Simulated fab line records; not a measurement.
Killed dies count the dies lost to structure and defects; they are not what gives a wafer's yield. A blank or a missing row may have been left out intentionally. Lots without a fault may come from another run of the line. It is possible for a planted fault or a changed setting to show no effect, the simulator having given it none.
fab line records || flow n5Finfet || part 2 of 2: steps 18 to 22 of 22
record {"lots": 5, "wafers": 15, "lastDay": 16}
route steps=1938 shown BEOL_M0_SAQP@655
lots that met no fault: from a run of the same line without faults
startH: hours from the record's first day to the start of the lot's first wafer shown || waitH: hours since the lot's step before || " the same as in the row above || L1.1+2: several wafers, shown together as one row || - no value, or no start was given || * or withheld: withheld || < > ~ a bound
route shown NAME@n: a module of which the file shows steps, and the number in the route of the first || usual: mean/standard deviation of fault-free wafers || same: alike in all rows || chamber/n: place in a boat || sites: the reading at each site || _std_site: the values' standard deviation || _edge_site: the outer-site mean with the inner-site mean subtracted || radiusMm: for every site, how far away it sits from the centre of the wafer || mask NAME#n: copy n || behind: the tool/chamber that last shaped the wafer || hold: reason for holding the lot/hours on hold/outcome of the hold || device: the transistor (n, p or np) that didn't switch || end of line: the route-end tests of the same wafers || a step given without rows: its recipe and nothing more || killed: dies that structure and defects cost at the first sort, which is not the same as the wafer's yield || map: shows each die of a wafer: x if killed, . if not, _ if none is there
set.NAME: the run value of the setting; set.NAME@STEP: its run value at that earlier step || model.NAME: the simulator's own value behind a step, which no gauge read
lots at selected steps of the route; one table per step, one row per wafer
services: a tool's chamber out of use, with start hour (startH, from the record's first day; less than 0 if before it), hours out, and reason
## steps
# step N5_BEOL_M0_SAQP_ETCH_106
# recipe {"chemistry": "N2/H2", "target": "SOC", "targetDepthA": 1500, "stopOn": "SiNx", "ionEnergyEv": 100, "biasW": 61, "pressureMtorr": 30, "sourceW": 850, "n2FlowSccm": 200, "h2FlowSccm": 200}
# usual {"biasW": "60.98/0.19", "drypumpMotorCurrentA": "5.5/0.42", "n2FlowSccm": "200.1/0.58", "oesProductAu": "0.78/0.072", "rfVppV": "240.6/1.6", "showerheadPlenumPTorr": "2.54/0.12", "throttleValvePct": "17.68/0.21"}
{"lot.wafer": "L082.3", "tool": "rieDiel-02", "chamber": 0, "startH": 158.99, "waitH": "-", "biasW": 60.75, "drypumpMotorCurrentA": 5.1, "n2FlowSccm": 200.1, "oesProductAu": 0.74, "rfHoursCounterH": 163, "rfVppV": 240.9, "showerheadPlenumPTorr": 2.52, "throttleValvePct": 17.64}
{"lot.wafer": "L082.4", "tool": "rieDiel-02", "chamber": 3, "startH": 158.99, "waitH": "-", "biasW": 61.13, "drypumpMotorCurrentA": 5.5, "n2FlowSccm": 198.6, "oesProductAu": 0.73, "rfHoursCounterH": 142, "rfVppV": 242.6, "showerheadPlenumPTorr": 2.67, "throttleValvePct": 18.02}
{"lot.wafer": "L082.5", "tool": "rieDiel-02", "chamber": 2, "startH": 158.99, "waitH": "-", "biasW": 60.95, "drypumpMotorCurrentA": 5.9, "n2FlowSccm": 201.3, "oesProductAu": 0.72, "rfHoursCounterH": "-", "rfVppV": 240.3, "showerheadPlenumPTorr": 2.51, "throttleValvePct": 17.90}
{"lot.wafer": "L085.2", "tool": "rieDiel-02", "chamber": 1, "startH": 180.67, "waitH": "-", "biasW": 60.82, "drypumpMotorCurrentA": 6.0, "n2FlowSccm": 199.3, "oesProductAu": 0.76, "rfHoursCounterH": 147, "rfVppV": 240.0, "showerheadPlenumPTorr": 2.42, "throttleValvePct": 17.46}
{"lot.wafer": "L085.4", "tool": "rieDiel-02", "chamber": 2, "startH": 180.67, "waitH": "-", "biasW": 61.09, "drypumpMotorCurrentA": 5.9, "n2FlowSccm": 199.5, "oesProductAu": 0.71, "rfHoursCounterH": 201, "rfVppV": 240.5, "showerheadPlenumPTorr": 2.51, "throttleValvePct": 17.89}
{"lot.wafer": "L085.6", "tool": "rieDiel-02", "chamber": 2, "startH": 180.67, "waitH": "-", "biasW": 60.87, "drypumpMotorCurrentA": 5.9, "n2FlowSccm": 199.0, "oesProductAu": 0.72, "rfHoursCounterH": "-", "rfVppV": 241.1, "showerheadPlenumPTorr": 2.51, "throttleValvePct": 17.91}
{"lot.wafer": "L088.2", "tool": "rieDiel-02", "chamber": 3, "startH": 195.37, "waitH": "-", "biasW": 60.83, "drypumpMotorCurrentA": 5.4, "n2FlowSccm": 199.3, "oesProductAu": 0.73, "rfHoursCounterH": 154, "rfVppV": 242.5, "showerheadPlenumPTorr": 2.66, "throttleValvePct": 18.01}
{"lot.wafer": "L088.4", "tool": "rieDiel-02", "chamber": 2, "startH": 195.37, "waitH": "-", "biasW": 61.22, "drypumpMotorCurrentA": 5.9, "n2FlowSccm": 200.3, "oesProductAu": 0.70, "rfHoursCounterH": 206, "rfVppV": 240.4, "showerheadPlenumPTorr": 2.51, "throttleValvePct": 17.91}
{"lot.wafer": "L088.5", "tool": "rieDiel-02", "chamber": 1, "startH": 195.37, "waitH": "-", "biasW": 60.99, "drypumpMotorCurrentA": 6.0, "n2FlowSccm": 199.7, "oesProductAu": 0.77, "rfHoursCounterH": "-", "rfVppV": 239.5, "showerheadPlenumPTorr": 2.42, "throttleValvePct": 17.44}
{"lot.wafer": "L092.1", "tool": "rieDiel-06", "chamber": 2, "startH": 216.20, "waitH": "-", "biasW": 60.84, "drypumpMotorCurrentA": 5.4, "n2FlowSccm": 200.7, "oesProductAu": 0.79, "rfHoursCounterH": 102, "rfVppV": 239.7, "showerheadPlenumPTorr": 2.67, "throttleValvePct": 17.69}
{"lot.wafer": "L092.3", "tool": "rieDiel-06", "chamber": 3, "startH": 216.20, "waitH": "-", "biasW": 61.03, "drypumpMotorCurrentA": 5.9, "n2FlowSccm": 199.6, "oesProductAu": 0.77, "rfHoursCounterH": 150, "rfVppV": 236.2, "showerheadPlenumPTorr": 2.33, "throttleValvePct": 17.41}
{"lot.wafer": "L092.6", "tool": "rieDiel-06", "chamber": 2, "startH": 216.20, "waitH": "-", "biasW": 61.17, "drypumpMotorCurrentA": 5.4, "n2FlowSccm": 199.7, "oesProductAu": 0.79, "rfHoursCounterH": "-", "rfVppV": 241.9, "showerheadPlenumPTorr": 2.67, "throttleValvePct": 17.68}
{"lot.wafer": "L095.2", "tool": "rieDiel-02", "chamber": 2, "startH": 238.17, "waitH": "-", "biasW": 60.83, "drypumpMotorCurrentA": 5.9, "n2FlowSccm": 199.4, "oesProductAu": 0.69, "rfHoursCounterH": 217, "rfVppV": 239.7, "showerheadPlenumPTorr": 2.50, "throttleValvePct": 17.94}
{"lot.wafer": "L095.4", "tool": "rieDiel-02", "chamber": 1, "startH": 238.17, "waitH": "-", "biasW": 60.87, "drypumpMotorCurrentA": 6.0, "n2FlowSccm": 200.2, "oesProductAu": 0.76, "rfHoursCounterH": 164, "rfVppV": 238.0, "showerheadPlenumPTorr": 2.42, "throttleValvePct": 17.47}
{"lot.wafer": "L095.6", "tool": "rieDiel-02", "chamber": 2, "startH": 238.17, "waitH": "-", "biasW": 60.76, "drypumpMotorCurrentA": 5.9, "n2FlowSccm": 199.9, "oesProductAu": 0.70, "rfHoursCounterH": "-", "rfVppV": 240.1, "showerheadPlenumPTorr": 2.50, "throttleValvePct": 17.93}
# step N5_BEOL_M0_SAQP_ETCH_107
# recipe {"chemistry": "CH3F/O2", "target": "SiNx", "targetDepthA": 300, "maskMaterial": "SOC", "pressureMtorr": 30, "sourceW": 395, "biasW": 73, "Ar_flow_sccm": 150, "CH3F_flow_sccm": 30, "O2_flow_sccm": 20, "ionEnergyEv": 120}
# usual {"biasW": "72.99/0.22", "drypumpMotorCurrentA": "5.5/0.42", "oesProductAu": "0.79/0.076", "rfVppV": "290/8.8", "showerheadPlenumPTorr": "2.00/0.081", "throttleValvePct": "16.26/0.15"}
{"lot.wafer": "L082.3", "tool": "rieDiel-02", "chamber": 0, "startH": 159.05, "waitH": 0.0, "biasW": 72.69, "drypumpMotorCurrentA": 5.0, "oesProductAu": 0.75, "rfHoursCounterH": 163, "rfVppV": 306, "showerheadPlenumPTorr": 2.01, "throttleValvePct": 16.41}
{"lot.wafer": "L082.4", "tool": "rieDiel-02", "chamber": 3, "startH": 159.05, "waitH": 0.0, "biasW": 73.16, "drypumpMotorCurrentA": 5.5, "oesProductAu": 0.75, "rfHoursCounterH": 143, "rfVppV": 288, "showerheadPlenumPTorr": 2.08, "throttleValvePct": 16.34}
{"lot.wafer": "L082.5", "tool": "rieDiel-02", "chamber": 2, "startH": 159.05, "waitH": 0.0, "biasW": 72.69, "drypumpMotorCurrentA": 5.9, "oesProductAu": 0.72, "rfHoursCounterH": "-", "rfVppV": 284, "showerheadPlenumPTorr": 1.97, "throttleValvePct": 16.46}
{"lot.wafer": "L085.2", "tool": "rieDiel-02", "chamber": 1, "startH": 180.73, "waitH": 0.0, "biasW": 72.94, "drypumpMotorCurrentA": 6.0, "oesProductAu": 0.78, "rfHoursCounterH": 147, "rfVppV": 281, "showerheadPlenumPTorr": 1.93, "throttleValvePct": 16.15}
{"lot.wafer": "L085.4", "tool": "rieDiel-02", "chamber": 2, "startH": 180.73, "waitH": 0.0, "biasW": 72.97, "drypumpMotorCurrentA": 5.9, "oesProductAu": 0.71, "rfHoursCounterH": 201, "rfVppV": 284, "showerheadPlenumPTorr": 1.97, "throttleValvePct": 16.47}
{"lot.wafer": "L085.6", "tool": "rieDiel-02", "chamber": 2, "startH": 180.73, "waitH": 0.0, "biasW": 72.75, "drypumpMotorCurrentA": 5.9, "oesProductAu": 0.72, "rfHoursCounterH": "-", "rfVppV": 286, "showerheadPlenumPTorr": 1.97, "throttleValvePct": 16.48}
{"lot.wafer": "L088.2", "tool": "rieDiel-02", "chamber": 3, "startH": 195.43, "waitH": 0.0, "biasW": 73.00, "drypumpMotorCurrentA": 5.5, "oesProductAu": 0.73, "rfHoursCounterH": 154, "rfVppV": 287, "showerheadPlenumPTorr": 2.08, "throttleValvePct": 16.38}
{"lot.wafer": "L088.4", "tool": "rieDiel-02", "chamber": 2, "startH": 195.43, "waitH": 0.0, "biasW": 72.86, "drypumpMotorCurrentA": 5.9, "oesProductAu": 0.71, "rfHoursCounterH": 206, "rfVppV": 285, "showerheadPlenumPTorr": 1.97, "throttleValvePct": 16.48}
{"lot.wafer": "L088.5", "tool": "rieDiel-02", "chamber": 1, "startH": 195.43, "waitH": 0.0, "biasW": 72.81, "drypumpMotorCurrentA": 6.0, "oesProductAu": 0.77, "rfHoursCounterH": "-", "rfVppV": 281, "showerheadPlenumPTorr": 1.93, "throttleValvePct": 16.16}
{"lot.wafer": "L092.1", "tool": "rieDiel-06", "chamber": 2, "startH": 216.26, "waitH": 0.0, "biasW": 72.50, "drypumpMotorCurrentA": 5.4, "oesProductAu": 0.82, "rfHoursCounterH": 102, "rfVppV": 292, "showerheadPlenumPTorr": 2.10, "throttleValvePct": 16.22}
{"lot.wafer": "L092.3", "tool": "rieDiel-06", "chamber": 3, "startH": 216.26, "waitH": 0.0, "biasW": 73.03, "drypumpMotorCurrentA": 5.9, "oesProductAu": 0.78, "rfHoursCounterH": 151, "rfVppV": 282, "showerheadPlenumPTorr": 1.85, "throttleValvePct": 16.10}
{"lot.wafer": "L092.6", "tool": "rieDiel-06", "chamber": 2, "startH": 216.26, "waitH": 0.0, "biasW": 72.70, "drypumpMotorCurrentA": 5.4, "oesProductAu": 0.81, "rfHoursCounterH": "-", "rfVppV": 291, "showerheadPlenumPTorr": 2.10, "throttleValvePct": 16.21}
{"lot.wafer": "L095.2", "tool": "rieDiel-02", "chamber": 2, "startH": 238.23, "waitH": 0.0, "biasW": 73.11, "drypumpMotorCurrentA": 5.9, "oesProductAu": 0.70, "rfHoursCounterH": 217, "rfVppV": 284, "showerheadPlenumPTorr": 1.97, "throttleValvePct": 16.52}
{"lot.wafer": "L095.4", "tool": "rieDiel-02", "chamber": 1, "startH": 238.23, "waitH": 0.0, "biasW": 73.07, "drypumpMotorCurrentA": 6.0, "oesProductAu": 0.76, "rfHoursCounterH": 164, "rfVppV": 281, "showerheadPlenumPTorr": 1.92, "throttleValvePct": 16.17}
{"lot.wafer": "L095.6", "tool": "rieDiel-02", "chamber": 2, "startH": 238.23, "waitH": 0.0, "biasW": 73.29, "drypumpMotorCurrentA": 5.9, "oesProductAu": 0.71, "rfHoursCounterH": "-", "rfVppV": 284, "showerheadPlenumPTorr": 1.97, "throttleValvePct": 16.51}
# step N5_BEOL_M0_SAQP_STRIP_108
# recipe {"chemistry": "N2/H2", "powerW": 500, "tempC": 40, "pressureMtorr": 50, "rfFrequencyHz": 6e+07, "overashFraction": 0.3, "biasPowerW": 28, "h2Frac": 0.5, "n2FlowSccm": 300, "h2FlowSccm": 300}
# usual {"drypumpMotorCurrentA": "5.5/0.42", "n2FlowSccm": "300.1/0.97", "oesProductAu": "0.79/0.076", "rfVppV": "121.8/0.97", "showerheadPlenumPTorr": "3.35/0.15", "throttleValvePct": "18.8/0.4"}
{"lot.wafer": "L082.3", "tool": "rieDiel-02", "chamber": 0, "startH": 159.09, "waitH": 0.0, "drypumpMotorCurrentA": 5.1, "n2FlowSccm": 300.2, "oesProductAu": 0.74, "rfHoursCounterH": 163, "rfVppV": 122.5, "showerheadPlenumPTorr": 3.33, "throttleValvePct": 18.5}
{"lot.wafer": "L082.4", "tool": "rieDiel-02", "chamber": 3, "startH": 159.09, "waitH": 0.0, "drypumpMotorCurrentA": 5.5, "n2FlowSccm": 299.4, "oesProductAu": 0.74, "rfHoursCounterH": 143, "rfVppV": 123.3, "showerheadPlenumPTorr": 3.52, "throttleValvePct": 19.6}
{"lot.wafer": "L082.5", "tool": "rieDiel-02", "chamber": 2, "startH": 159.09, "waitH": 0.0, "drypumpMotorCurrentA": 5.9, "n2FlowSccm": 300.4, "oesProductAu": 0.72, "rfHoursCounterH": "-", "rfVppV": 122.8, "showerheadPlenumPTorr": 3.32, "throttleValvePct": 18.9}
{"lot.wafer": "L085.2", "tool": "rieDiel-02", "chamber": 1, "startH": 180.77, "waitH": 0.0, "drypumpMotorCurrentA": 6.0, "n2FlowSccm": 299.9, "oesProductAu": 0.79, "rfHoursCounterH": 147, "rfVppV": 121.8, "showerheadPlenumPTorr": 3.21, "throttleValvePct": 18.6}
{"lot.wafer": "L085.4", "tool": "rieDiel-02", "chamber": 2, "startH": 180.77, "waitH": 0.0, "drypumpMotorCurrentA": 5.9, "n2FlowSccm": 299.7, "oesProductAu": 0.72, "rfHoursCounterH": 201, "rfVppV": 122.1, "showerheadPlenumPTorr": 3.32, "throttleValvePct": 18.9}
{"lot.wafer": "L085.6", "tool": "rieDiel-02", "chamber": 2, "startH": 180.77, "waitH": 0.0, "drypumpMotorCurrentA": 5.9, "n2FlowSccm": 300.8, "oesProductAu": 0.72, "rfHoursCounterH": "-", "rfVppV": 120.1, "showerheadPlenumPTorr": 3.32, "throttleValvePct": 18.9}
{"lot.wafer": "L088.2", "tool": "rieDiel-02", "chamber": 3, "startH": 195.47, "waitH": 0.0, "drypumpMotorCurrentA": 5.5, "n2FlowSccm": 300.7, "oesProductAu": 0.74, "rfHoursCounterH": 154, "rfVppV": 121.8, "showerheadPlenumPTorr": 3.51, "throttleValvePct": 19.6}
{"lot.wafer": "L088.4", "tool": "rieDiel-02", "chamber": 2, "startH": 195.47, "waitH": 0.0, "drypumpMotorCurrentA": 5.9, "n2FlowSccm": 302.0, "oesProductAu": 0.72, "rfHoursCounterH": 206, "rfVppV": 120.9, "showerheadPlenumPTorr": 3.31, "throttleValvePct": 18.9}
{"lot.wafer": "L088.5", "tool": "rieDiel-02", "chamber": 1, "startH": 195.47, "waitH": 0.0, "drypumpMotorCurrentA": 6.0, "n2FlowSccm": 300.5, "oesProductAu": 0.78, "rfHoursCounterH": "-", "rfVppV": 121.7, "showerheadPlenumPTorr": 3.20, "throttleValvePct": 18.6}
{"lot.wafer": "L092.1", "tool": "rieDiel-06", "chamber": 2, "startH": 216.30, "waitH": 0.0, "drypumpMotorCurrentA": 5.4, "n2FlowSccm": 300.6, "oesProductAu": 0.82, "rfHoursCounterH": 102, "rfVppV": 121.7, "showerheadPlenumPTorr": 3.52, "throttleValvePct": 18.9}
{"lot.wafer": "L092.3", "tool": "rieDiel-06", "chamber": 3, "startH": 216.30, "waitH": 0.0, "drypumpMotorCurrentA": 5.9, "n2FlowSccm": 300.3, "oesProductAu": 0.79, "rfHoursCounterH": 151, "rfVppV": 120.2, "showerheadPlenumPTorr": 3.08, "throttleValvePct": 18.4}
{"lot.wafer": "L092.6", "tool": "rieDiel-06", "chamber": 2, "startH": 216.30, "waitH": 0.0, "drypumpMotorCurrentA": 5.4, "n2FlowSccm": 302.0, "oesProductAu": 0.82, "rfHoursCounterH": "-", "rfVppV": 122.7, "showerheadPlenumPTorr": 3.52, "throttleValvePct": 18.9}
{"lot.wafer": "L095.2", "tool": "rieDiel-02", "chamber": 2, "startH": 238.27, "waitH": 0.0, "drypumpMotorCurrentA": 5.9, "n2FlowSccm": 297.7, "oesProductAu": 0.70, "rfHoursCounterH": 217, "rfVppV": 121.5, "showerheadPlenumPTorr": 3.31, "throttleValvePct": 18.9}
{"lot.wafer": "L095.4", "tool": "rieDiel-02", "chamber": 1, "startH": 238.27, "waitH": 0.0, "drypumpMotorCurrentA": 6.1, "n2FlowSccm": 300.2, "oesProductAu": 0.76, "rfHoursCounterH": 164, "rfVppV": 122.9, "showerheadPlenumPTorr": 3.20, "throttleValvePct": 18.7}
{"lot.wafer": "L095.6", "tool": "rieDiel-02", "chamber": 2, "startH": 238.27, "waitH": 0.0, "drypumpMotorCurrentA": 5.9, "n2FlowSccm": 297.7, "oesProductAu": 0.71, "rfHoursCounterH": "-", "rfVppV": 120.6, "showerheadPlenumPTorr": 3.31, "throttleValvePct": 18.9}
# step N5_BEOL_M0_SAQP_RECESS_109
# recipe {"chemistry": "HF/NH3", "target": "SiO2", "targetDepthA": 30, "afsCycles": 1, "tempC": 30, "sublimationTempC": 180, "sublimationTimeS": 60}
# usual {"drypumpMotorCurrentA": "5.3/0.35", "sublimationTempC": "180.00/0.15"}
{"lot.wafer": "L082.3", "tool": "vaporEtch-02", "chamber": 1, "startH": 159.19, "waitH": 0.1, "drypumpMotorCurrentA": 5.0, "sublimationTempC": 180.03}
{"lot.wafer": "L082.4", "tool": "vaporEtch-02", "chamber": 0, "startH": 159.19, "waitH": 0.1, "drypumpMotorCurrentA": 5.2, "sublimationTempC": 179.74}
{"lot.wafer": "L082.5", "tool": "vaporEtch-02", "chamber": 0, "startH": 159.19, "waitH": 0.1, "drypumpMotorCurrentA": 5.1, "sublimationTempC": 180.25}
{"lot.wafer": "L085.2", "tool": "vaporEtch-02", "chamber": 0, "startH": 180.83, "waitH": 0.0, "drypumpMotorCurrentA": 5.2, "sublimationTempC": 180.13}
{"lot.wafer": "L085.4", "tool": "vaporEtch-02", "chamber": 0, "startH": 180.83, "waitH": 0.0, "drypumpMotorCurrentA": 5.2, "sublimationTempC": 179.96}
{"lot.wafer": "L085.6", "tool": "vaporEtch-02", "chamber": 0, "startH": 180.83, "waitH": 0.0, "drypumpMotorCurrentA": 5.2, "sublimationTempC": 180.07}
{"lot.wafer": "L088.2", "tool": "vaporEtch-01", "chamber": 1, "startH": 195.53, "waitH": 0.0, "drypumpMotorCurrentA": 6.0, "sublimationTempC": 179.86}
{"lot.wafer": "L088.4", "tool": "vaporEtch-01", "chamber": 1, "startH": 195.53, "waitH": 0.0, "drypumpMotorCurrentA": 6.0, "sublimationTempC": 179.56}
{"lot.wafer": "L088.5", "tool": "vaporEtch-01", "chamber": 0, "startH": 195.53, "waitH": 0.0, "drypumpMotorCurrentA": 5.4, "sublimationTempC": 180.06}
{"lot.wafer": "L092.1", "tool": "vaporEtch-01", "chamber": 0, "startH": 216.36, "waitH": 0.0, "drypumpMotorCurrentA": 5.4, "sublimationTempC": 180.09}
{"lot.wafer": "L092.3", "tool": "vaporEtch-01", "chamber": 0, "startH": 216.36, "waitH": 0.0, "drypumpMotorCurrentA": 5.4, "sublimationTempC": 180.00}
{"lot.wafer": "L092.6", "tool": "vaporEtch-01", "chamber": 1, "startH": 216.36, "waitH": 0.0, "drypumpMotorCurrentA": 6.0, "sublimationTempC": 179.83}
{"lot.wafer": "L095.2", "tool": "vaporEtch-02", "chamber": 0, "startH": 238.33, "waitH": 0.0, "drypumpMotorCurrentA": 5.1, "sublimationTempC": 179.69}
{"lot.wafer": "L095.4", "tool": "vaporEtch-02", "chamber": 1, "startH": 238.33, "waitH": 0.0, "drypumpMotorCurrentA": 5.0, "sublimationTempC": 179.82}
{"lot.wafer": "L095.6", "tool": "vaporEtch-02", "chamber": 1, "startH": 238.33, "waitH": 0.0, "drypumpMotorCurrentA": 4.9, "sublimationTempC": 180.01}
# step N5_BEOL_M0_SAQP_SPACER2_ALD_26
# recipe {"material": "SiO2", "targetThkA": 150, "tempC": 300, "aldPrecursorFamily": "BDEAS", "aldCoReactant": "O2-plasma", "pulseTimeS": 1, "purgeTimeS": 2, "coReactantPurgeTimeS": 2, "pressureTorr": 2}
# usual {"chamberPressureTorr": "1.999/0.0046", "heaterPowerW": "463/47", "precursorPulseHeightRel": "1.000/0.019"}
{"lot.wafer": "L082.3", "tool": "aldSin-03", "chamber": 2, "startH": 159.47, "waitH": 0.2, "chamberPressureTorr": 1.999, "heaterPowerW": 439, "precursorPulseHeightRel": 1.000}
{"lot.wafer": "L082.4", "tool": "aldSin-03", "chamber": 1, "startH": 159.47, "waitH": 0.2, "chamberPressureTorr": 2.004, "heaterPowerW": 443, "precursorPulseHeightRel": 1.013}
{"lot.wafer": "L082.5", "tool": "aldSin-03", "chamber": 2, "startH": 159.47, "waitH": 0.2, "chamberPressureTorr": 2.004, "heaterPowerW": 433, "precursorPulseHeightRel": 1.037}
{"lot.wafer": "L085.2", "tool": "aldSin-01", "chamber": 3, "startH": 180.97, "waitH": 0.1, "chamberPressureTorr": 2.005, "heaterPowerW": 442, "precursorPulseHeightRel": 1.005}
{"lot.wafer": "L085.4", "tool": "aldSin-01", "chamber": 3, "startH": 180.97, "waitH": 0.1, "chamberPressureTorr": 2.001, "heaterPowerW": 437, "precursorPulseHeightRel": 1.032}
{"lot.wafer": "L085.6", "tool": "aldSin-01", "chamber": 0, "startH": 180.97, "waitH": 0.1, "chamberPressureTorr": 2.000, "heaterPowerW": 571, "precursorPulseHeightRel": 0.998}
{"lot.wafer": "L088.2", "tool": "aldSin-02", "chamber": 3, "startH": 195.97, "waitH": 0.4, "chamberPressureTorr": 1.996, "heaterPowerW": 397, "precursorPulseHeightRel": 1.008}
{"lot.wafer": "L088.4", "tool": "aldSin-02", "chamber": 1, "startH": 195.97, "waitH": 0.4, "chamberPressureTorr": 1.999, "heaterPowerW": 518, "precursorPulseHeightRel": 1.015}
{"lot.wafer": "L088.5", "tool": "aldSin-02", "chamber": 3, "startH": 195.97, "waitH": 0.4, "chamberPressureTorr": 1.998, "heaterPowerW": 395, "precursorPulseHeightRel": 1.006}
{"lot.wafer": "L092.1", "tool": "aldSin-01", "chamber": 2, "startH": 216.60, "waitH": 0.2, "chamberPressureTorr": 1.996, "heaterPowerW": 484, "precursorPulseHeightRel": 1.014}
{"lot.wafer": "L092.3", "tool": "aldSin-01", "chamber": 0, "startH": 216.60, "waitH": 0.2, "chamberPressureTorr": 1.999, "heaterPowerW": 551, "precursorPulseHeightRel": 1.024}
{"lot.wafer": "L092.6", "tool": "aldSin-01", "chamber": 2, "startH": 216.60, "waitH": 0.2, "chamberPressureTorr": 1.996, "heaterPowerW": 482, "precursorPulseHeightRel": 1.011}
{"lot.wafer": "L095.2", "tool": "aldSin-03", "chamber": 3, "startH": 238.98, "waitH": 0.6, "chamberPressureTorr": 1.995, "heaterPowerW": 518, "precursorPulseHeightRel": 0.988}
{"lot.wafer": "L095.4", "tool": "aldSin-03", "chamber": 1, "startH": 238.98, "waitH": 0.6, "chamberPressureTorr": 1.999, "heaterPowerW": 457, "precursorPulseHeightRel": 0.985}
{"lot.wafer": "L095.6", "tool": "aldSin-03", "chamber": 3, "startH": 238.98, "waitH": 0.6, "chamberPressureTorr": 1.992, "heaterPowerW": 515, "precursorPulseHeightRel": 1.015}
## services
{"tool": "rieDiel-02", "chamber": 3, "startH": 135.96, "hours": 8.7, "kind": "repair"}
{"tool": "rieSi-04", "chamber": "-", "startH": 153.35, "hours": 1.2, "kind": "repair"}
{"tool": "rieSi-03", "chamber": 0, "startH": 155.76, "hours": 9.3, "kind": "repair"}
{"tool": "aldSin-02", "chamber": "-", "startH": 157.23, "hours": 6.1, "kind": "pm"}
{"tool": "rieSi-06", "chamber": 3, "startH": 158.52, "hours": 4.5, "kind": "repair"}
{"tool": "aldSin-02", "chamber": 1, "startH": 167.07, "hours": 5.7, "kind": "repair"}
{"tool": "aldSin-01", "chamber": 2, "startH": 170.46, "hours": 11.1, "kind": "repair"}
{"tool": "aldSin-02", "chamber": "-", "startH": 176.75, "hours": 14.0, "kind": "pm"}
{"tool": "aldSin-02", "chamber": 0, "startH": 176.75, "hours": 14.0, "kind": "ventCycle"}
{"tool": "aldSin-02", "chamber": 1, "startH": 176.75, "hours": 14.0, "kind": "ventCycle"}
{"tool": "aldSin-02", "chamber": 2, "startH": 176.75, "hours": 14.0, "kind": "ventCycle"}
{"tool": "aldSin-02", "chamber": 3, "startH": 176.75, "hours": 14.0, "kind": "ventCycle"}
{"tool": "wetBench-06", "chamber": "-", "startH": 187.76, "hours": 40.5, "kind": "repair"}
{"tool": "aldSin-02", "chamber": 0, "startH": 190.75, "hours": "-", "kind": "clean"}
{"tool": "aldSin-02", "chamber": 1, "startH": 190.75, "hours": "-", "kind": "clean"}
{"tool": "aldSin-01", "chamber": 1, "startH": 193.80, "hours": 28.9, "kind": "repair"}
{"tool": "aldSin-03", "chamber": 2, "startH": 199.00, "hours": 3.5, "kind": "repair"}
{"tool": "rieDiel-05", "chamber": 2, "startH": 208.68, "hours": 3.8, "kind": "repair"}
{"tool": "rieDiel-05", "chamber": 0, "startH": 221.63, "hours": 2.8, "kind": "repair"}
{"tool": "aldSin-02", "chamber": 1, "startH": 233.05, "hours": 2.1, "kind": "repair"}
{"tool": "rieDiel-06", "chamber": 1, "startH": 237.52, "hours": "-", "kind": "clean"}
{"tool": "rieDiel-06", "chamber": 1, "startH": 237.52, "hours": "-", "kind": "consumableReplace:focusRing"}
{"tool": "rieDiel-06", "chamber": 1, "startH": 237.52, "hours": 21.4, "kind": "scheduledDown"}
{"tool": "rieDiel-06", "chamber": 1, "startH": 237.52, "hours": 21.4, "kind": "ventCycle"}
